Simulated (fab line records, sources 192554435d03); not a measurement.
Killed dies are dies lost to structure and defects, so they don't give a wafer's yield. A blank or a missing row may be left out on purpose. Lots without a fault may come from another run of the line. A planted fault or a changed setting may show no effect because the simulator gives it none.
fab line records | flow n5_finfet
record lots=6 wafers=18 last_day=18
route steps=1938 shown HKMG_FIN@438 BEOL_M4@1111 PASSIVATION@1936
lots that met no fault: from a run of the same line without faults
start_h: hours from the record's first day to the start of the lot's first wafer shown | wait_h: hours since the lot's step before | " the same as in the row above | L1.1+2: a row that stands for several wafers | - no value, or no start given | * or withheld: withheld | < > ~ a bound
route shown NAME@n: a module of which the file shows steps, and the number in the route of the first | usual: mean/standard deviation of fault-free wafers | same: alike in all rows | chamber/n: place in a boat | sites: the reading at each site | _std_site: their standard deviation | _edge_site: outer sites' mean less inner sites' | radius_mm: how far each site lies from the wafer's centre | mask NAME#n: copy n | behind: the tool/chamber that last shaped the wafer | hold: why the lot was held/for how many hours/how that ended | device: the transistor (n, p or np) that didn't switch | end of line: the same wafers' tests at the end of the route | a step without rows: its recipe alone | killed: dies lost to structure and defects at the first sort, not the wafer's yield | map: a wafer's dies, x killed, . not, _ none there
set.NAME: the setting as run; set.NAME@STEP: as run at that earlier step | model.NAME: the simulator's own value behind a step, which no gauge read
lots at some steps of the route; a table a step, a row a wafer
services: from which hour (start_h, from the record's first day; less than 0 if before it) a tool's chamber was out of use, for how many hours, and why
## steps
# step N5_HKMG_FIN_ETCH_35
# recipe chemistry=N2/H2 target=SOC target_depth_a=2158 ion_energy_ev=65 bias_w=5 source_w=3000 time_s=243.4 pressure_mtorr=30 n2_flow_sccm=200 h2_flow_sccm=200
# step N5_HKMG_FIN_STRIP_92
# recipe chemistry=N2/H2 material=SOC time_s=20 power_w=500 temp_c=40 pressure_mtorr=50 rf_frequency_hz=6e+07 bias_power_w=8 h2_frac=0.5 n2_flow_sccm=300 h2_flow_sccm=300
# usual drypump_motor_current_A=5.6/0.41 oes_product_au=0.79/0.097 rf_vpp_V=54.2/0.91 showerhead_plenum_p_Torr=3.35/0.13 throttle_valve_pct=18.9/0.64
# columns lot.wafer tool chamber start_h wait_h drypump_motor_current_A oes_product_au rf_hours_counter_h rf_vpp_V showerhead_plenum_p_Torr throttle_valve_pct
L508.2 rie_diel-03 3 92.37 0.1 5.4 0.79 64 54.9 3.51 18.2
L508.3 " 1 " " 5.0 0.70 232 53.2 3.20 19.2
L508.6 " 1 " " 5.0 0.71 - 53.3 3.20 19.1
L514.4 rie_diel-03 3 130.57 0.1 5.4 0.79 69 55.1 3.51 18.2
L514.5 " 1 " " 5.0 0.70 - 53.1 3.19 19.2
L514.6 " 0 " " 5.5 0.73 - 55.0 3.22 19.9
L520.1 rie_diel-03 3 165.88 0.1 5.4 0.78 80 54.8 3.50 18.3
L520.4 " 3 " " 5.5 0.78 - 55.2 3.50 18.3
L520.6 " 2 " " 6.0 0.92 - 56.4 3.53 18.2
L521.1 rie_diel-03 2 173.99 0.1 6.0 0.90 36 54.9 3.53 18.2
L521.3 " 3 " " 5.4 0.78 83 55.0 3.50 18.3
L521.4 " 0 " " 5.5 0.71 - 52.2 3.21 19.9
L522.1 rie_diel-03 0 178.29 0.1 5.6 0.70 182 53.1 3.21 19.9
L522.3 " 3 " " 5.4 0.78 85 53.3 3.50 18.3
L522.4 " 2 " " 6.0 0.90 - 54.5 3.53 18.2
L527.1 rie_diel-05 3 208.11 0.1 6.3 0.88 33 54.0 3.25 18.2
L527.5 " 1 " " 5.6 0.77 - 55.7 3.23 18.9
L527.6 " 0 " " 4.7 0.86 - 54.3 3.42 18.3
# step N5_HKMG_FIN_WET_ETCH_18
# recipe chemistry=SC1 target=TiN mix=1:1:5 temp_c=* time_s=55 target_depth_nm=5.2 dry=ipa_marangoni rinse_time_s=30 rinse_temp_c=23
# step N5_HKMG_FIN_STRIP_19
# recipe chemistry=N2/H2 power_w=2500 temp_c=300 h2_frac=0.65 time_s=360 pressure_mtorr=withheld n2_flow_sccm=1750 h2_flow_sccm=3250
# step N5_HKMG_FIN_ALD_91
# recipe material=TiN target_thk_a=10 temp_c=400 ald_precursor_family=TiCl4 ald_co_reactant=NH3 pulse_time_s=1 purge_time_s=3 co_reactant_purge_time_s=2 co_reactant_pulse_time_s=2 ald_cycles=47 pressure_torr=3
# usual heater_power_w=904/170 precursor_pulse_height_rel=1.000/0.021
# same purge_time_s=3
# columns lot.wafer tool chamber start_h wait_h heater_power_w precursor_pulse_height_rel
L508.2 ald_metal-04 3 92.90 0.3 1112 1.000
L508.3 " 1 " " 1029 0.940
L508.6 " 3 " " 1118 0.997
L514.4 ald_metal-04 3 131.10 0.1 1125 0.987
L514.5 " 2 " " 780 0.997
L514.6 " 1 " " 1022 0.976
L520.1 ald_metal-03 2 166.41 0.3 791 0.973
L520.4 " 0 " " 684 0.987
L520.6 " 1 " " 1154 0.969
L521.1 ald_metal-04 1 174.52 0.3 989 1.003
L521.3 " 3 " " 1097 0.977
L521.4 " 3 " " 1122 0.998
L522.1 ald_metal-02 1 178.82 0.3 898 1.013
L522.3 " 3 " " 842 1.011
L522.4 " 0 " " 955 1.006
L527.1 ald_metal-04 0 208.65 0.3 661 0.980
L527.5 " 1 " " 1023 1.015
L527.6 " 2 " " 787 1.004
# step N5_HKMG_FIN_COAT_85
# recipe resist=SOC temp_c=250 time_s=60 spin_rpm=1500 resist_thk_nm=300
# step N5_HKMG_FIN_ETCH_86
# recipe chemistry=N2/H2 target=SOC target_depth_a=3932 stop_on=TiN ion_energy_ev=100 bias_w=61 pressure_mtorr=30 source_w=850 n2_flow_sccm=200 h2_flow_sccm=200
# step N5_HKMG_FIN_STRIP_89
# recipe chemistry=N2/H2 material=SOC time_s=20 power_w=500 temp_c=40 pressure_mtorr=50 rf_frequency_hz=6e+07 bias_power_w=8 h2_frac=0.5 n2_flow_sccm=300 h2_flow_sccm=300
# usual drypump_motor_current_A=5.6/0.41 oes_product_au=0.78/0.094 rf_vpp_V=54.2/0.89 showerhead_plenum_p_Torr=3.36/0.13 throttle_valve_pct=18.9/0.71
# columns lot.wafer tool chamber start_h wait_h drypump_motor_current_A oes_product_au rf_hours_counter_h rf_vpp_V showerhead_plenum_p_Torr throttle_valve_pct
L508.2 rie_diel-03 3 93.35 0.0 5.4 0.81 65 54.1 3.51 18.2
L508.3 " 0 " " 5.5 0.73 158 53.6 3.22 19.8
L508.6 " 3 " " 5.5 0.81 - 57.0 3.51 18.3
L514.4 rie_diel-01 0 131.60 0.0 5.8 0.66 246 54.0 3.43 19.7
L514.5 " 2 " " 5.9 0.71 - 53.9 3.15 19.0
L514.6 " 1 " " 5.0 0.72 - 52.8 3.48 20.2
L520.1 rie_diel-05 0 166.80 0.0 4.7 0.88 36 54.3 3.43 18.3
L520.4 " 3 " " 6.3 0.92 19 56.3 3.26 18.2
L520.6 " 1 " " 5.6 0.78 - 55.1 3.23 18.9
L521.1 rie_diel-03 2 175.14 0.0 6.0 0.91 37 54.5 3.53 18.2
L521.3 " 0 " " 5.5 0.72 181 53.2 3.21 19.9
L521.4 " 0 " " 5.5 0.71 - 52.7 3.21 19.9
L522.1 rie_diel-05 1 179.44 0.0 5.6 0.77 117 52.2 3.23 18.9
L522.3 " 3 " " 6.3 0.91 23 53.3 3.26 18.2
L522.4 " 2 " " 5.8 0.69 232 54.5 3.28 19.0
L527.1 rie_diel-05 3 209.14 0.0 6.3 0.89 34 52.8 3.25 18.2
L527.5 " 3 " " 6.3 0.89 - 54.3 3.25 18.2
L527.6 " 2 " " 5.8 0.68 - 54.6 3.28 19.0
# step N5_HKMG_FIN_WET_ETCH_87
# recipe chemistry=SC1 target=TiN mix=1:2:40 temp_c=50 time_s=154.2 target_depth_nm=4.7 dry=ipa_marangoni rinse_time_s=30 rinse_temp_c=23
# step N5_HKMG_FIN_STRIP_88
# recipe chemistry=N2/H2 power_w=2500 temp_c=300 h2_frac=0.65 time_s=360 pressure_mtorr=withheld n2_flow_sccm=1750 h2_flow_sccm=3250
# step N5_HKMG_FIN_NWFM_ALD_20
# recipe material=TiAlC target_thk_a=20 temp_c=300 ald_precursor_family=TiCl4 ald_co_reactant=TEA pulse_time_s=3 purge_time_s=2 co_reactant_purge_time_s=2 co_reactant_pulse_time_s=10 ald_cycles=7 pressure_torr=3
# usual heater_power_w=506/86 precursor_pulse_height_rel=0.999/0.019
# same purge_time_s=2
# columns lot.wafer tool chamber start_h wait_h heater_power_w precursor_pulse_height_rel
L508.2 ald_metal-04 2 93.94 0.3 428 0.978
L508.3 " 3 " " 633 0.962
L508.6 " 1 " " 583 0.987
L514.4 ald_metal-03 1 132.22 0.2 650 1.002
L514.5 " 3 " " 525 0.975
L514.6 " 2 " " 437 0.962
L520.1 ald_metal-03 3 167.38 0.3 548 0.974
L520.4 " 1 " " 646 0.967
L520.6 " 1 " " 636 0.985
L521.1 ald_metal-04 1 175.90 0.3 590 1.015
L521.3 " 2 " " 423 1.009
L521.4 " 3 " " 637 1.027
L522.1 ald_metal-04 3 180.01 0.3 633 1.028
L522.3 " 2 " " 425 0.984
L522.4 " 1 " " 571 0.983
L527.1 ald_metal-02 2 209.72 0.3 462 0.977
L527.5 " 1 " " 498 0.967
L527.6 " 0 " " 530 1.011
# step N5_HKMG_FIN_ALD_71
# recipe material=TiN target_thk_a=10 temp_c=400 ald_precursor_family=TiCl4 ald_co_reactant=NH3 pulse_time_s=1 purge_time_s=3 co_reactant_purge_time_s=2 co_reactant_pulse_time_s=2 ald_cycles=47 pressure_torr=3
# step N5_HKMG_FIN_COAT_66
# recipe resist=SOC temp_c=250 time_s=60 spin_rpm=1500 resist_thk_nm=300
# usual run_length_s=66.21/0.13
# columns lot.wafer tool chamber start_h wait_h run_length_s
L508.2 litho_track-02 0 94.32 0.2 66.15
L508.3 " 0 " " 66.33
L508.6 " 0 " " 66.27
L514.4 litho_track-04 0 132.56 0.0 66.12
L514.5 " 0 " " 66.10
L514.6 " 0 " " 66.49
L520.1 litho_track-05 0 167.75 0.2 66.22
L520.4 " 0 " " 66.28
L520.6 " 0 " " 66.17
L521.1 litho_track-02 0 176.27 0.2 76.36
L521.3 " 0 " " 76.32
L521.4 " 0 " " 66.10
L522.1 litho_track-02 0 180.38 0.2 76.16
L522.3 " 0 " " 76.01
L522.4 " 0 " " 66.10
L527.1 litho_track-05 0 210.09 0.2 66.53
L527.5 " 0 " " 66.37
L527.6 " 0 " " 66.20
# step N5_HKMG_FIN_ETCH_67
# recipe chemistry=N2/H2 target=SOC target_depth_a=3889 stop_on=TiN ion_energy_ev=100 bias_w=61 pressure_mtorr=30 source_w=850 n2_flow_sccm=200 h2_flow_sccm=200
# usual bias_w=61.00/0.21 drypump_motor_current_A=5.5/0.42 oes_product_au=0.79/0.097 rf_vpp_V=240.9/1.4 showerhead_plenum_p_Torr=2.55/0.094 throttle_valve_pct=17.7/0.4
# columns lot.wafer tool chamber start_h wait_h bias_w drypump_motor_current_A oes_product_au rf_hours_counter_h rf_vpp_V showerhead_plenum_p_Torr throttle_valve_pct
L508.2 rie_diel-03 1 94.38 - 60.89 5.0 0.69 233 238.6 2.42 18.1
L508.3 " 2 " " 61.04 6.0 0.93 13 243.7 2.69 17.3
L508.6 " 2 " " 61.09 6.0 0.93 - 241.5 2.69 17.3
L514.4 rie_diel-01 1 132.61 - 60.99 5.0 0.70 203 241.9 2.64 18.4
L514.5 " 2 " " 61.25 5.9 0.68 - 238.7 2.38 18.1
L514.6 " 3 " " 61.01 5.5 0.79 - 239.3 2.56 17.4
L520.1 rie_diel-01 0 167.99 - 60.87 5.7 0.94 4 240.4 2.59 17.7
L520.4 " 3 " " 61.59 5.6 0.77 - 240.6 2.55 17.4
L520.6 " 1 " " 60.53 5.0 0.69 - 240.0 2.63 18.4
L521.1 rie_diel-01 1 176.34 - 61.14 5.1 0.69 223 242.4 2.63 18.4
L521.3 " 3 " " 60.95 5.6 0.77 109 242.0 2.55 17.4
L521.4 " 0 " " 60.89 5.8 0.93 - 241.1 2.59 17.8
L522.1 rie_diel-03 1 180.84 - 61.00 5.0 0.97 0 242.6 2.73 17.7
L522.3 " 2 " " 61.42 6.0 0.87 39 243.1 2.67 17.3
L522.4 " 3 " " 60.88 5.4 0.78 87 242.1 2.65 17.5
L527.1 rie_diel-01 3 210.16 - 60.96 5.6 0.76 121 242.1 2.55 17.5
L527.5 " 2 " " 61.18 6.0 0.94 - 242.8 2.69 17.6
L527.6 " 1 " " 61.33 5.0 0.68 - 243.8 2.63 18.5
# step N5_BEOL_M4_RC_MEAS_101
# usual DIBL_N=37.5/2.5 DIBL_P=38/3.1 IOFF_N=0.19/0.059 IOFF_P=0.24/0.061 ION_N=679/16 ION_P=465/9.8 SS_N=72.0/0.8 SS_P=73.7/0.86 VT_N=248/4.5 VT_P=-249/3.5
# columns lot.wafer tool chamber start_h wait_h DIBL_N[mV/V] DIBL_P[mV/V] IOFF_N[nA/um] IOFF_P[nA/um] ION_N[uA/um] ION_P[uA/um] SS_N[mV/dec] SS_P[mV/dec] VT_N[mV] VT_P[mV]
L508.2 prober-01 0 188.58 0.2 35.6 37 0.16 0.24 680 472 71.6 73.0 248 -247
L508.3 " 0 " " 37.6 37 0.17 0.23 657 454 72.6 73.4 249 -249
L508.6 " 0 " " 37.2 37 0.17 0.22 674 462 71.5 73.2 253 -253
L514.4 prober-01 0 225.88 0.5 40.4 40 0.25 0.35 711 486 72.9 74.3 243 -241
L514.5 " 0 " " 36.9 35 0.15 0.23 672 469 71.4 73.4 250 -247
L514.6 " 0 " " 37.5 36 0.16 0.23 686 472 71.7 73.4 252 -247
L520.1 prober-01 0 258.07 0.0 35.2 38 0.15 0.23 654 453 71.0 72.2 251 -247
L520.4 " 0 " " 35.1 36 0.16 0.20 672 458 71.7 73.9 248 -250
L520.6 " 0 " " 37.7 40 0.23 0.27 679 459 72.7 74.4 244 -248
L521.1 prober-02 0 262.67 0.0 39.4 41 0.22 0.26 705 478 72.4 73.8 247 -248
L521.3 " 0 " " 37.8 39 0.20 0.24 682 464 72.4 74.1 248 -250
L521.4 " 0 " " 40.2 43 0.24 0.30 704 478 71.6 75.0 245 -246
L522.1 prober-01 0 283.37 0.0 35.7 35 0.14 0.17 655 441 72.7 73.5 254 -254
L522.3 " 0 " " 36.3 34 0.14 0.16 665 445 72.0 72.8 254 -256
L522.4 " 0 " " 38.9 38 0.21 0.23 677 451 72.5 74.4 247 -253
L527.1 prober-02 0 311.96 0.0 37.4 39 0.18 0.22 683 461 72.1 73.8 248 -250
L527.5 " 0 " " 33.9 35 0.13 0.18 666 458 71.2 73.1 251 -252
L527.6 " 0 " " 38.7 41 0.22 0.27 686 469 72.9 74.3 249 -248
# step N5_PASSIVATION_PROBE_49
# usual defect_limited_yield=91.0/1.4 killed_at_M0_to_M3=35/10 killed_at_M4_up=14/5.5 killed_at_contacts=13/5.6 killed_at_front_end=41/11 killed_at_other=4/3.4 killed_dies=106/16 killed_on_rim=13/4 killed_open=68/12 killed_short=35/7.3 sort_bin_4_leakage=0.3/2.1 sort_bin_5_function=5.3/0.89 sort_bin_6_memory=3.4/0.67 sort_bin_8_speed=0.01/0.11 sort_n_pass=1070/28 sort_yield_pct=90.7/2.4
# same gross_dies=1180 killed_at_back_side=0
# columns lot.wafer tool chamber start_h wait_h defect_limited_yield[%] killed_at_M0_to_M3 killed_at_M4_up killed_at_contacts killed_at_front_end killed_at_other killed_dies killed_on_rim killed_open killed_short sort_bin_4_leakage[%] sort_bin_5_function[%] sort_bin_6_memory[%] sort_bin_8_speed[%] sort_n_pass sort_yield_pct[%]
L514.4 prober-01 - 320.82 0.2 93.0 27 19 4 33 0 83 8 61 21 0 4.7 2.0 0 1097 93.0
L514.5 prober-01 - 320.87 0.2 91.2 43 10 13 36 2 104 13 70 30 0 4.8 3.6 0 1076 91.2
L514.6 prober-01 - 320.92 0.3 89.7 58 11 11 37 4 121 11 77 39 0 5.7 4.2 0 1059 89.7
L520.1 prober-01 - 374.50 0.0 90.7 34 10 22 36 8 110 11 64 43 0 4.9 3.9 0 1070 90.7
L520.4 prober-01 - 374.65 0.2 92.3 20 12 14 42 3 91 16 57 32 0 4.5 3.0 0 1089 92.3
L520.6 prober-01 - 374.75 0.3 90.3 44 16 21 30 4 115 11 79 32 0 5.7 3.9 0 1065 90.3
L521.1 prober-02 - 380.56 0.0 89.4 43 11 31 39 1 125 17 85 36 0 6.2 3.9 0 1055 89.4
L521.3 prober-02 - 380.66 0.1 88.0 49 5 29 54 5 142 21 93 42 0 6.2 5.3 0 1038 88.0
L521.4 prober-02 - 380.71 0.2 91.2 35 10 18 30 11 104 12 64 35 0.2 4.9 3.6 0 1074 91.0
L522.1 prober-02 - 397.60 0.0 92.5 19 6 18 45 1 89 5 57 29 0 4.8 2.5 0.08 1090 92.4
# killed by level:class
L514.4 BEOL_M1:geometric_particle:open=11 BEOL_M4:geometric_particle:open=9 DUMMY_GATE:geometric_particle:open=8 FIN_SAQP:geometric_particle:open=6 STARTING-WAFER:geometric_particle:short=4 MOL_CONTACT_COAG:geometric_particle:open=4 BEOL_M3:geometric_particle:open=4 BEOL_M1:geometric_particle:short=3
L514.5 BEOL_M0_SAQP:geometric_particle:open=12 MOL_CONTACT_COAG:geometric_particle:open=10 BEOL_M0_SAQP:geometric_particle:short=10 BEOL_M1:geometric_particle:open=10 FIN_SAQP:geometric_particle:open=8 DUMMY_GATE:geometric_particle:open=8 FIN_SAQP:geometric_particle:short=6 STI_FIN_REVEAL:geometric_particle:open=4
L514.6 BEOL_M3:geometric_particle:open=19 FIN_SAQP:geometric_particle:open=11 BEOL_M0_SAQP:geometric_particle:short=9 BEOL_M0_SAQP:geometric_particle:open=8 BEOL_M2:geometric_particle:open=8 GATE_CUT:geometric_particle:short=6 MOL_CONTACT_COAG:geometric_particle:open=6 DUMMY_GATE:geometric_particle:open=5
L520.1 MOL_CONTACT_COAG:geometric_particle:open=17 STI_FIN_REVEAL:geometric_particle:open=8 BEOL_M3:geometric_particle:open=8 BEOL_M0_SAQP:geometric_particle:open=8 BEOL_M0_SAQP:geometric_particle:short=8 GATE_CUT:geometric_particle:short=6 STARTING-WAFER:geometric_particle:short=6 MOL_CONTACT_COAG:geometric_particle:short=5
L520.4 FIN_SAQP:geometric_particle:short=10 FIN_SAQP:geometric_particle:open=9 STI_FIN_REVEAL:geometric_particle:open=8 MOL_CONTACT_COAG:geometric_particle:open=7 MOL_CONTACT_COAG:geometric_particle:short=6 BEOL_M3:geometric_particle:open=6 BEOL_M0_SAQP:geometric_particle:short=5 BEOL_M4:geometric_particle:open=4
L520.6 MOL_CONTACT_COAG:geometric_particle:open=17 BEOL_M1:geometric_particle:open=10 BEOL_M0_SAQP:geometric_particle:open=9 BEOL_M0_SAQP:geometric_particle:short=9 FIN_SAQP:geometric_particle:open=7 BEOL_M4:geometric_particle:open=7 FIN_SAQP:geometric_particle:short=6 BEOL_M2:geometric_particle:open=5
L521.1 MOL_CONTACT_COAG:geometric_particle:open=21 BEOL_M0_SAQP:geometric_particle:open=13 STI_FIN_REVEAL:geometric_particle:open=11 BEOL_M2:geometric_particle:open=11 MOL_CONTACT_COAG:geometric_particle:short=9 BEOL_M0_SAQP:geometric_particle:short=6 FIN_SAQP:geometric_particle:open=6 FIN_SAQP:geometric_particle:short=6
L521.3 MOL_CONTACT_COAG:geometric_particle:open=26 BEOL_M0_SAQP:geometric_particle:open=20 BEOL_M0_SAQP:geometric_particle:short=12 FIN_SAQP:geometric_particle:short=11 STI_FIN_REVEAL:geometric_particle:open=11 BEOL_M2:geometric_particle:open=9 FIN_SAQP:geometric_particle:open=7 GATE_CUT:geometric_particle:open=6
L521.4 MOL_CONTACT_COAG:geometric_particle:open=17 BEOL_M0_SAQP:geometric_particle:open=13 BEOL_M0_SAQP:geometric_particle:short=10 BEOL_M2:geometric_particle:open=7 FIN_SAQP:geometric_particle:short=5 STARTING-WAFER:geometric_particle:short=5 MIM_TOP_ETCH:geometric_particle:open=5 STI_FIN_REVEAL:geometric_particle:open=4
L522.1 MOL_CONTACT_COAG:geometric_particle:open=13 FIN_SAQP:geometric_particle:open=9 STI_FIN_REVEAL:geometric_particle:open=8 DUMMY_GATE:geometric_particle:open=6 BEOL_M0_SAQP:geometric_particle:short=6 FIN_SAQP:geometric_particle:short=5 GATE_CUT:geometric_particle:short=5 MOL_CONTACT_COAG:geometric_particle:short=4
## services
# columns tool chamber start_h hours kind
rie_diel-05 2 79.97 7.6 repair
ald_metal-03 0 83.19 60.3 repair
ald_metal-03 - 88.17 0.3 repair
rie_diel-01 3 91.95 1.8 repair
rie_diel-03 3 102.94 20.2 repair
rie_diel-03 2 110.03 1.3 repair
rie_diel-03 - 114.49 14.6 pm
rie_diel-01 3 120.80 2.2 repair
rie_diel-01 1 123.00 5.2 repair
ald_metal-02 - 137.72 6.0 pm
rie_diel-01 0 141.30 - clean
rie_diel-01 0 141.30 - consumable_replace:focus_ring
rie_diel-01 0 141.30 18.6 scheduled_down
rie_diel-01 0 141.30 18.6 vent_cycle
rie_diel-03 1 157.81 - clean
rie_diel-03 1 157.81 - consumable_replace:focus_ring
rie_diel-03 1 157.81 - consumable_replace:showerhead
rie_diel-03 1 157.81 22.6 scheduled_down
rie_diel-03 1 157.81 22.6 vent_cycle
rie_diel-01 2 159.92 - clean
rie_diel-01 2 159.92 - consumable_replace:focus_ring
rie_diel-01 2 159.92 - consumable_replace:showerhead
rie_diel-03 0 167.94 1.8 repair
ald_metal-04 0 168.96 11.9 repair
## key
first_sign step=N5_HKMG_FIN_COAT_66 reading=run_length_s direction=up sigmas=78 usual=* struck=*
effect none on later readings
met_at N5_HKMG_FIN_COAT_66
struck_wafers L521.1,L521.3,L522.1,L522.3
onset_between 94.32 176.27
fault kind=process_parameter_drift tool=litho_track-02 chamber=- onset_h=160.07 steps=N5_HKMG_FIN_COAT_66 channel=time_s offset=* shape=step end_h=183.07 scope=struck_wafers_only acts_in=* stated=*
